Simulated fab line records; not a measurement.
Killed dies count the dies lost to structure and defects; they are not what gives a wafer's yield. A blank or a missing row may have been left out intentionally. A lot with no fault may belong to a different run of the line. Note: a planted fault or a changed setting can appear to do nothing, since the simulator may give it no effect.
Matching of chambers ; flow n5Finfet ; N5_BEOL_M1_ETCH_64 on rieDiel-06: 4 sister chambers
The step etches SOC in N2/H2, target depth 75 nm, overetch 15 nm, time 112.5 s. 4 wafers are shown with their chamber, then 12 later ones without.

== WAFERS, EACH WITH ITS CHAMBER ==
wafer;chamber;showerheadPlenumPTorr (Torr)
L086.3;1;2.61
L086.5;0;2.63
L087.4;3;2.40
L087.5;2;2.45

== WAFERS MISSING THEIR CHAMBER ==
wafer;showerheadPlenumPTorr (Torr)
L088.1;2.61
L088.2;2.40
L088.5;2.40
L089.2;2.63
L089.5;2.61
L089.6;2.45
L095.4;2.62
L095.5;2.40
L095.6;2.44
L097.2;2.62
L097.4;2.39
L097.5;2.60

== WHICH CHAMBER EACH ONE RAN IN ==
wafer;from the rows above;in truth
L088.1;1;1
L088.2;3;3
L088.5;3;3
L089.2;0;0
L089.5;1;1
L089.6;2;2
L095.4;can't be placed: 0 or 1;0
L095.5;3;3
L095.6;2;2
L097.2;can't be placed: 0 or 1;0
L097.4;3;3
L097.5;1;1
Correct placement for 10 of the 12. Cannot be placed on the basis of these rows: 2; the candidates contain the true chamber in 2. Placed wrongly: 0.
How it was worked out, from the rows above alone: a wafer's distance from a chamber is the root of the sum, over the readings, of the square of ((its reading less the chamber's mean) divided by the reading's scatter). The wafer belongs to the nearest chamber; if the next one is less than 2 further off, it can't be placed. For every chamber, the mean is computed from those of its wafers that are shown. The scatter: with one shown wafer a chamber, the root of the mean of the squares of how far each hidden wafer lies from its nearest shown one.
